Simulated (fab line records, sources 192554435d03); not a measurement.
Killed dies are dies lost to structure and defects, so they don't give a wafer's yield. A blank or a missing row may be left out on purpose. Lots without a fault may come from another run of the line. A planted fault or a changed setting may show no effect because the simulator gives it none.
fab line records | flow n5_finfet
record lots=7 wafers=39
route steps=1938 shown DUMMY_GATE@237 SD_EPI_N@275 SD_EPI_P@321 SD_ACTIVATION@331
start_h: hours from the record's first day to the start of the lot's first wafer shown | wait_h: hours since the lot's step before | " the same as in the row above | L1.1+2: a row that stands for several wafers | - no value, or no start given | * or withheld: withheld | < > ~ a bound
route shown NAME@n: a module of which the file shows steps, and the number in the route of the first | usual: mean/standard deviation of fault-free wafers | same: alike in all rows | chamber/n: place in a boat | sites: the reading at each site | _std_site: their standard deviation | _edge_site: outer sites' mean less inner sites' | radius_mm: how far each site lies from the wafer's centre | mask NAME#n: copy n | behind: the tool/chamber that last shaped the wafer | hold: why the lot was held/for how many hours/how that ended | device: the transistor (n, p or np) that didn't switch | end of line: the same wafers' tests at the end of the route | a step without rows: its recipe alone | killed: dies lost to structure and defects at the first sort, not the wafer's yield | map: a wafer's dies, x killed, . not, _ none there
set.NAME: the setting as run; set.NAME@STEP: as run at that earlier step | model.NAME: the simulator's own value behind a step, which no gauge read
lots whose settings were changed on purpose; a table a step, a row a wafer
## steps
# step N5_DUMMY_GATE_ETCH_37
# recipe chemistry=N2/H2 target=SOC target_depth_a=600 overetch_a=300 temp_c=40 ion_energy_ev=200 pressure_mtorr=30 source_w=840 bias_w=150 n2_flow_sccm=200 h2_flow_sccm=200
# usual rf_vpp_V=525.1/2.1
# columns lot.wafer tool chamber start_h wait_h set.source_w rf_vpp_V
L076.1 rie_diel-02 1 58.63 0.0 840 525.1
L076.2 " 0 " " 840 521.3
L076.3 " 3 " " 978.4 499.5
L076.4 " 2 " " 978.4 500.5
L076.5 " 3 " " 840 524.6
L076.6 " 0 " " 978.4 495.2
L077.1 rie_diel-06 1 66.54 0.0 840 526.7
L077.2 " 0 " " 840 526.2
L077.3 " 3 " " 840 525.4
L077.4 " 2 " " 840 526.6
L077.5 " 0 " " 840 525.0
L077.6 " 3 " " 840 527.4
L081.3 rie_diel-03 1 90.05 0.0 840 523.9
L081.5 " 0 " " 840 526.3
L081.6 " 3 " " 840 523.5
L082.1 rie_diel-06 2 97.39 0.0 840 527.4
L082.2 " 1 " " 703.9 557.6
L082.3 " 0 " " 703.9 556.3
L082.4 " 3 " " 840 524.5
L082.5 " 1 " " 840 526.4
L082.6 " 0 " " 703.9 555.8
L087.1 rie_diel-02 3 131.23 0.0 840 526.5
L087.2 " 1 " " 955.1 503.5
L087.3 " 2 " " 955.1 505.8
L087.4 " 0 " " 840 519.9
L087.5 " 0 " " 840 520.9
L087.6 " 1 " " 955.1 502.8
L094.1 rie_diel-06 0 173.80 0.0 840 525.2
L094.2 " 3 " " 840 525.8
L094.3 " 1 " " 840 526.1
L094.4 " 2 " " 840 526.0
L094.5 " 3 " " 840 525.1
L094.6 " 2 " " 840 526.8
L096.1 rie_diel-02 3 181.63 0.0 840 526.9
L096.2 " 2 " " 785.1 539.9
L096.3 " 0 " " 840 520.3
L096.4 " 1 " " 785.1 536.2
L096.5 " 2 " " 840 528.0
L096.6 " 3 " " 785.1 536.7
# step N5_DUMMY_GATE_ETCH_31
# recipe chemistry=C4F6/O2 target=SiO2 mask_material=SOC target_depth_a=825 time_s=27.5 ion_energy_ev=250 pressure_mtorr=30 source_w=345 bias_w=185 Ar_flow_sccm=300 C4F6_flow_sccm=10 O2_flow_sccm=10
# columns lot.wafer tool chamber start_h wait_h set.target_depth_a model.etch.depth_nm model.SOC_of_DUMMY_GATE_COAT_34.thk_nm
L076.1 rie_diel-02 2 58.93 0.1 825 81.79 51.4
L076.2 " 0 " " 825 81.74 51.4
L076.3 " 3 " " 825 83.64 51.6
L076.4 " 1 " " 825 84.9 51.6
L076.5 " 2 " " 825 81.55 51.6
L076.6 " 3 " " 825 83.42 51.6
L077.1 rie_diel-03 2 66.81 0.0 776.7 77.44 52.4
L077.2 " 3 " " 825 82.28 52.2
L077.3 " 0 " " 825 81.72 52.2
L077.4 " 1 " " 825 80.05 52.4
L077.5 " 2 " " 776.7 77.05 52.4
L077.6 " 1 " " 776.7 75.58 52.8
L081.3 rie_diel-06 1 90.32 0.0 825 80.44 52.2
L081.5 " 3 " " 825 83.96 51.8
L081.6 " 2 " " 825 84.25 51.8
L082.1 rie_diel-03 2 97.67 0.0 926.1 91.94 50.4
L082.2 " 1 " " 926.1 90.65 50.8
L082.3 " 3 " " 825 83.14 51.8
L082.4 " 0 " " 926.1 91.58 50.8
L082.5 " 2 " " 825 82.51 51.8
L082.6 " 3 " " 825 83.29 51.8
L087.1 rie_diel-03 3 131.51 0.0 825 81.49 52
L087.2 " 2 " " 825 81.73 51.8
L087.3 " 0 " " 825 80.84 52
L087.4 " 1 " " 825 79.76 52.2
L087.5 " 1 " " 825 80.29 52
L087.6 " 0 " " 825 81.01 52
L094.1 rie_diel-06 0 174.08 0.0 825 82.18 52
L094.2 " 2 " " 896.9 90.31 51.4
L094.3+6 " 3 " " 896.9 90.03 51.2
L094.4 " 1 " " 825 81.04 52.2
L094.5 " 0 " " 825 82.46 51.8
L096.1 rie_diel-03 3 181.91 0.0 825 82.76 52
L096.2 " 0 " " 875.9 85.46 51.6
L096.3 " 2 " " 825 81.71 52
L096.4 " 1 " " 875.9 84.38 51.4
L096.5 " 3 " " 875.9 87.43 51.6
L096.6 " 0 " " 825 80.85 51.8
# step N5_DUMMY_GATE_ETCH_42
# recipe chemistry=CHF3/O2 target=SiO2 target_depth_a=35 time_s=31 ion_energy_ev=30 bias_w=12 pressure_mtorr=30 source_w=600 Ar_flow_sccm=200 CHF3_flow_sccm=50 O2_flow_sccm=5
# usual rf_vpp_V=42.2/0.85
# columns lot.wafer tool chamber start_h wait_h set.bias_w rf_vpp_V
L076.1 rie_diel-03 1 59.52 0.1 10.21 36.3
L076.2 " 3 " " 12 41.8
L076.3 " 2 " " 12 41.5
L076.4 " 0 " " 10.21 37.0
L076.5 " 2 " " 10.21 37.5
L076.6 " 3 " " 12 41.1
L077.1 rie_diel-06 1 67.31 0.0 12 41.7
L077.2 " 3 " " 12 42.6
L077.3 " 0 " " 12 42.4
L077.4 " 2 " " 12 42.2
L077.5 " 2 " " 12 42.9
L077.6 " 3 " " 12 42.8
L081.3 rie_diel-06 2 90.97 0.2 12 43.1
L081.5 " 0 " " 12 43.7
L081.6 " 1 " " 12 43.1
L082.1 rie_diel-06 2 98.17 0.0 12 41.0
L082.2 " 0 " " 12 42.4
L082.3 " 3 " " 12 42.1
L082.4 " 1 " " 12 41.9
L082.5 " 3 " " 12 42.2
L082.6 " 2 " " 12 42.6
L087.1 rie_diel-03 2 132.00 0.0 12 43.3
L087.2 " 0 " " 12 41.2
L087.3 " 3 " " 12 42.6
L087.4 " 1 " " 12 42.1
L087.5 " 2 " " 12 41.1
L087.6 " 1 " " 12 42.2
L094.1 rie_diel-06 0 174.57 0.0 9.8 35.2
L094.2 " 3 " " 12 41.9
L094.3 " 1 " " 12 43.8
L094.4 " 2 " " 9.8 36.0
L094.5 " 0 " " 12 42.1
L094.6 " 1 " " 9.8 36.9
L096.1 rie_diel-02 3 182.40 0.0 12 43.2
L096.2 " 0 " " 13.66 46.3
L096.3 " 1 " " 13.66 47.3
L096.4 " 2 " " 13.66 46.5
L096.5 " 1 " " 12 43.7
L096.6 " 0 " " 12 40.7
# step N5_SD_EPI_N_ETCH_35
# recipe chemistry=N2/H2 target=SOC overetch_a=1080 mask_material=SiARC temp_c=40 ion_energy_ev=100 source_w=3000 bias_w=133 pressure_mtorr=20 time_s=486 n2_flow_sccm=200 h2_flow_sccm=200
# columns lot.wafer tool chamber start_h wait_h set.time_s model.SiARC_of_SD_EPI_N_COAT_33.thk_nm
L076.1 rie_diel-04 1 60.81 0.0 486 19.8
L076.2 " 0 " " 371.9 23
L076.3 " 2 " " 486 20.4
L076.4 " 3 " " 371.9 23.4
L076.5 " 2 " " 486 20.2
L076.6 " 1 " " 371.9 23.2
L077.1+2+4 rie_diel-04 3,0,1 68.79 0.0 486 19.4
L077.3 " 2 " " 555.4 18
L077.5 " 0 " " 555.4 17
L077.6 " 3 " " 555.4 17.2
L081.3+5 rie_diel-01 3 92.39 0.0 486 19.6
L081.6 " 1 " " 486 19.8
L082.1+4+5 rie_diel-01 0,2,0 101.06 0.0 486 19.8
L082.2+6 " 3 " " 486 19.4
L082.3 " 1 " " 486 19.6
L087.1+2 rie_diel-04 1,3 135.93 0.0 426.8 21.6
L087.3 " 2 " " 486 20.2
L087.4 " 0 " " 486 19.4
L087.5 " 1 " " 486 19.8
L087.6 " 0 " " 426.8 21.4
L094.1 rie_diel-01 3 175.86 0.0 418.5 21.6
L094.2 " 0 " " 486 20
L094.3+5 " 2,0 " " 418.5 22.2
L094.4 " 3 " " 486 19.4
L094.6 " 2 " " 486 20.2
L096.1 rie_diel-05 1 183.95 0.0 486 20.4
L096.2+5+6 " 0,3,2 " " 543.7 18.4
L096.3 " 2 " " 486 20.2
L096.4 " 3 " " 486 20
# step N5_SD_EPI_N_STRIP_36
# recipe chemistry=N2/H2 temp_c=40 n2_flow_sccm=200 h2_flow_sccm=200 rf_frequency_hz=6e+07
# step N5_SD_EPI_N_ETCHBACK_44
# recipe chemistry=CH3F/O2 mode=anisotropic_etchback target=SiNx target_depth_a=145 stop_on=SiO2 over_etch_frac=0.3 ion_energy_ev=120 pressure_mtorr=30 source_w=395 bias_w=73 Ar_flow_sccm=150 CH3F_flow_sccm=30 O2_flow_sccm=20
# step N5_SD_EPI_N_ETCH_45
# recipe chemistry=CH3F/O2 target=SiOCN target_depth_a=60 mask_material=SOC ion_energy_ev=60 bias_w=29 pressure_mtorr=15 source_w=410 Ar_flow_sccm=150 CH3F_flow_sccm=30 O2_flow_sccm=20
# step N5_SD_EPI_N_ETCH_16
# recipe chemistry=CHF3/O2 target=SiO2 target_depth_a=50 mask_material=SOC pressure_mtorr=30 source_w=650 bias_w=170 Ar_flow_sccm=200 CHF3_flow_sccm=50 O2_flow_sccm=5 ion_energy_ev=200
# columns lot.wafer tool chamber start_h wait_h set.time_s@SD_EPI_N_ETCH_35 model.SiARC_of_SD_EPI_N_COAT_33.thk_nm
L076.1 rie_diel-04 1 61.34 0.1 486 12.4
L076.2 " 0 " " 371.9 15.4
L076.3+5 " 2 " " 486 13.2
L076.4 " 3 " " 371.9 15.8
L076.6 " 1 " " 371.9 16
L077.1+2 rie_diel-04 3,0 69.31 0.1 486 11.8
L077.3 " 2 " " 555.4 10.8
L077.4 " 1 " " 486 12
L077.5+6 " 0,3 " " 555.4 9.6
L081.3+5 rie_diel-01 3 92.91 0.1 486 12.2
L081.6 " 1 " " 486 12.4
L082.1+4+5 rie_diel-01 0,2,0 101.58 0.1 486 12.6
L082.2+6 " 3 " " 486 12
L082.3 " 1 " " 486 12.2
L087.1 rie_diel-04 1 136.45 0.1 426.8 14.4
L087.2 " 3 " " 426.8 14
L087.3 " 2 " " 486 13
L087.4 " 0 " " 486 12
L087.5 " 1 " " 486 12.6
L087.6 " 0 " " 426.8 13.8
L094.1 rie_diel-01 3 176.39 0.1 418.5 14.2
L094.2 " 0 " " 486 12.8
L094.3 " 2 " " 418.5 14.8
L094.4 " 3 " " 486 12
L094.5 " 0 " " 418.5 15
L094.6 " 2 " " 486 13
L096.1 rie_diel-05 1 184.47 0.1 486 13.2
L096.2+6 " 0,2 " " 543.7 11
L096.3+4 " 2,3 " " 486 12.8
L096.5 " 3 " " 543.7 11.2
# step N5_SD_EPI_P_EPI_21
# recipe material=SiGe:B dopant=B temp_c=550 pressure_torr=20 ambient=H2 time_s=355
# columns lot.wafer tool chamber start_h wait_h set.temp_c model.SiGe-B_of_SD_EPI_P_EPI_21.thk_nm
L076.1 epi_rpcvd-01 0 66.50 0.1 552.5 66
L076.2 " 0 " " 550 62
L076.3+4 " 0 " " 550 62.4
L076.5 " 0 " " 552.5 65.6
L076.6 " 0 " " 552.5 65.4
L077.1 epi_rpcvd-01 0 74.72 0.1 550 59.6
L077.2 " 0 " " 547.3 56
L077.3 " 0 " " 550 60.6
L077.4 " 0 " " 547.3 56.6
L077.5 " 0 " " 550 59.2
L077.6 " 0 " " 547.3 55.8
L081.3 epi_rpcvd-02 0 99.35 1.1 550 61.6
L081.5 " 0 " " 550 60.8
L081.6 " 0 " " 550 61
L082.1 epi_rpcvd-02 0 106.94 0.1 551.6 64
L082.2 " 0 " " 550 62
L082.3 " 0 " " 551.6 63.6
L082.4 " 0 " " 550 61
L082.5 " 0 " " 551.6 63.8
L082.6 " 0 " " 550 62.4
L087.1+4+6 epi_rpcvd-02 0 141.79 0.1 550 62.2
L087.2 " 0 " " 550 62.4
L087.3 " 0 " " 550 61.8
L087.5 " 0 " " 550 62.6
L094.1 epi_rpcvd-01 0 182.33 0.2 550 60.6
L094.2 " 0 " " 550 61.6
L094.3 " 0 " " 553.8 66.4
L094.4 " 0 " " 553.8 66.8
L094.5 " 0 " " 550 61.4
L094.6 " 0 " " 553.8 67.6
L096.1 epi_rpcvd-04 0 189.56 0.1 548.9 60.6
L096.2 " 0 " " 550 61.2
L096.3+6 " 0 " " 550 61.6
L096.4 " 0 " " 548.9 59.4
L096.5 " 0 " " 548.9 60.2
# step N5_SD_EPI_P_HM_STRIP_48
# recipe chemistry=H3PO4 temp_c=160 material=SiNx target=SiNx target_depth_a=30 overetch_fraction=0.3
# step N5_SD_EPI_P_SRD_49
# recipe dry=ipa_marangoni time_s=30 temp_c=23 rinse_liquid=diw
# step N5_SD_EPI_P_PRECLEAN_24
# recipe chemistry=O3/DIW time_s=45 temp_c=22 o3_ppm=10
# columns lot.wafer tool chamber start_h wait_h set.temp_c@SD_EPI_P_EPI_21 model.SiGe-B_of_SD_EPI_P_EPI_21.thk_nm
L076.1 wet_bench-06 5 68.80 0.0 552.5 65.4
L076.2 " 4 " " 550 61.6
L076.3+4 " 3,7 " " 550 62
L076.5 " 6 " " 552.5 65.2
L076.6 " 2 " " 552.5 65
L077.1 wet_bench-02 4 77.04 0.0 550 59.2
L077.2 " 3 " " 547.3 55.6
L077.3 " 6 " " 550 60.2
L077.4 " 5 " " 547.3 56.2
L077.5 " 2 " " 550 58.8
L077.6 " 7 " " 547.3 55.4
L081.3 wet_bench-02 1 101.42 0.0 550 61
L081.5 " 2 " " 550 60.4
L081.6 " 7 " " 550 60.6
L082.1 wet_bench-02 2 109.25 0.0 551.6 63.6
L082.2 " 3 " " 550 61.4
L082.3+5 " 1,6 " " 551.6 63.2
L082.4 " 4 " " 550 60.6
L082.6 " 5 " " 550 62
L087.1+4+6 wet_bench-02 6,2,7 144.09 0.0 550 61.8
L087.2 " 5 " " 550 62
L087.3 " 1 " " 550 61.4
L087.5 " 0 " " 550 62.2
L094.1 wet_bench-02 1 185.35 0.0 550 60.2
L094.2 " 6 " " 550 61.2
L094.3 " 7 " " 553.8 65.8
L094.4 " 3 " " 553.8 66.4
L094.5 " 0 " " 550 61
L094.6 " 2 " " 553.8 67.2
L096.1 wet_bench-05 3 191.87 0.0 548.9 60.2
L096.2 " 6 " " 550 60.8
L096.3 " 4 " " 550 61.2
L096.4 " 0 " " 548.9 59
L096.5 " 7 " " 548.9 59.6
L096.6 " 5 " " 550 61
# step N5_SD_ACTIVATION_LSA_01
# recipe temp_c=1080 time_s=0.0008 ambient=N2
# columns lot.wafer tool chamber start_h wait_h set.time_s
L076.1+2+3+4+5+6 laser_anneal-02 0 69.10 0.2 0.0008
L077.1+2+5 laser_anneal-01 0 77.39 0.2 0.0008
L077.3+4+6 " 0 " " 0.0005493
L081.3+5+6 laser_anneal-01 0 101.77 0.2 0.0008
L082.1+2+3 laser_anneal-02 0 109.56 0.2 0.0006164
L082.4+5+6 " 0 " " 0.0008
L087.1+2+3+4+5+6 laser_anneal-01 0 144.39 0.2 0.0008
L094.1+2+4 laser_anneal-02 0 185.65 0.2 0.001049
L094.3+5+6 " 0 " " 0.0008
L096.1+2+3+4+5+6 laser_anneal-02 0 192.24 0.2 0.0008
# step N5_SD_ACTIVATION_RS_MEAS_03
# recipe thk_meas_gauge=four-point-probe
# usual RS_SD_N=21.8/0.31 RS_SD_P=55.8/0.94
# columns lot.wafer tool chamber start_h wait_h set.temp_c@SD_EPI_P_EPI_21 set.time_s@SD_ACTIVATION_LSA_01 RS_SD_N[ohm/sq] RS_SD_P[ohm/sq]
L076.1 film_metro-01 - 69.43 0.3 552.5 0.0008 21.7 51.7
L076.2 " - " " 550 0.0008 21.3 55.3
L076.3 " - " " 550 0.0008 21.6 55.4
L076.4 " - " " 550 0.0008 21.7 55.2
L076.5 " - " " 552.5 0.0008 21.6 51.6
L076.6 " - " " 552.5 0.0008 21.5 51.8
L077.1 film_metro-02 - 77.59 0.2 550 0.0008 22.3 56.3
L077.2 " - " " 547.3 0.0008 22.2 60.7
L077.3 " - " " 550 0.0005493 23.1 56.0
L077.4 " - " " 547.3 0.0005493 23.1 60.0
L077.5 " - " " 550 0.0008 21.9 57.1
L077.6 " - " " 547.3 0.0005493 23.3 60.9
L081.3 film_metro-01 - 101.96 0.2 550 0.0008 21.7 55.2
L081.5 " - " " 550 0.0008 21.7 56.0
L081.6 " - " " 550 0.0008 22.1 55.6
L082.1 film_metro-01 - 109.76 0.2 551.6 0.0006164 22.4 52.6
L082.2 " - " " 550 0.0006164 22.3 54.7
L082.3 " - " " 551.6 0.0006164 22.6 52.9
L082.4 " - " " 550 0.0008 21.4 55.2
L082.5 " - " " 551.6 0.0008 21.6 52.0
L082.6 " - " " 550 0.0008 21.6 54.0
L087.1 film_metro-02 - 144.59 0.2 550 0.0008 22.3 53.6
L087.2 " - " " 550 0.0008 22.0 53.3
L087.3 " - " " 550 0.0008 22.0 54.0
L087.4 " - " " 550 0.0008 22.2 54.0
L087.5 " - " " 550 0.0008 22.3 53.2
L087.6 " - " " 550 0.0008 22.2 53.8
L094.1 film_metro-02 - 185.85 0.2 550 0.001049 20.9 55.5
L094.2 " - " " 550 0.001049 21.0 54.9
L094.3 " - " " 553.8 0.0008 21.6 50.6
L094.4 " - " " 553.8 0.001049 20.7 50.4
L094.5 " - " " 550 0.0008 21.8 55.4
L094.6 " - " " 553.8 0.0008 21.6 49.8
L096.1 film_metro-02 - 192.46 0.2 548.9 0.0008 21.7 57.6
L096.2 " - " " 550 0.0008 21.8 56.7
L096.3 " - " " 550 0.0008 21.9 56.9
L096.4 " - " " 548.9 0.0008 22.2 58.7
L096.5 " - " " 548.9 0.0008 21.8 57.7
L096.6 " - " " 550 0.0008 22.1 56.6
## key
split step=N5_DUMMY_GATE_ETCH_37 setting=source_w stated=840 by=wafer
response step=N5_DUMMY_GATE_ETCH_37 reading=rf_vpp_V change=-1.63 per=1% r=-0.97
split step=N5_DUMMY_GATE_ETCH_31 setting=target_depth_a stated=825 by=wafer
response step=N5_DUMMY_GATE_ETCH_31 reading=model.etch.depth_nm change=+0.759 per=1% r=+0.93
response step=N5_DUMMY_GATE_ETCH_31 reading=model.SOC_of_DUMMY_GATE_COAT_34.thk_nm change=-0.0814 per=1% r=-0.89
split step=N5_DUMMY_GATE_ETCH_42 setting=bias_w stated=12 by=wafer
response step=N5_DUMMY_GATE_ETCH_42 reading=rf_vpp_V change=+0.327 per=1% r=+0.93
split step=N5_SD_EPI_N_ETCH_35 setting=time_s stated=486 by=wafer
response step=N5_SD_EPI_N_ETCH_35 reading=model.SiARC_of_SD_EPI_N_COAT_33.thk_nm change=-0.14 per=1% r=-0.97
response step=N5_SD_EPI_N_ETCH_16 reading=model.SiARC_of_SD_EPI_N_COAT_33.thk_nm change=-0.131 per=1% r=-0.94
split step=N5_SD_EPI_P_EPI_21 setting=temp_c stated=550 by=wafer
response step=N5_SD_EPI_P_EPI_21 reading=model.SiGe-B_of_SD_EPI_P_EPI_21.thk_nm change=+7.78 per=1% r=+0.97
response step=N5_SD_EPI_P_PRECLEAN_24 reading=model.SiGe-B_of_SD_EPI_P_EPI_21.thk_nm change=+7.71 per=1% r=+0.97
response step=N5_SD_ACTIVATION_RS_MEAS_03 reading=RS_SD_P change=-7.59 per=1% r=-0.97
split step=N5_SD_ACTIVATION_LSA_01 setting=time_s stated=0.0008 by=wafer
response step=N5_SD_ACTIVATION_RS_MEAS_03 reading=RS_SD_N change=-0.0312 per=1% r=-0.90
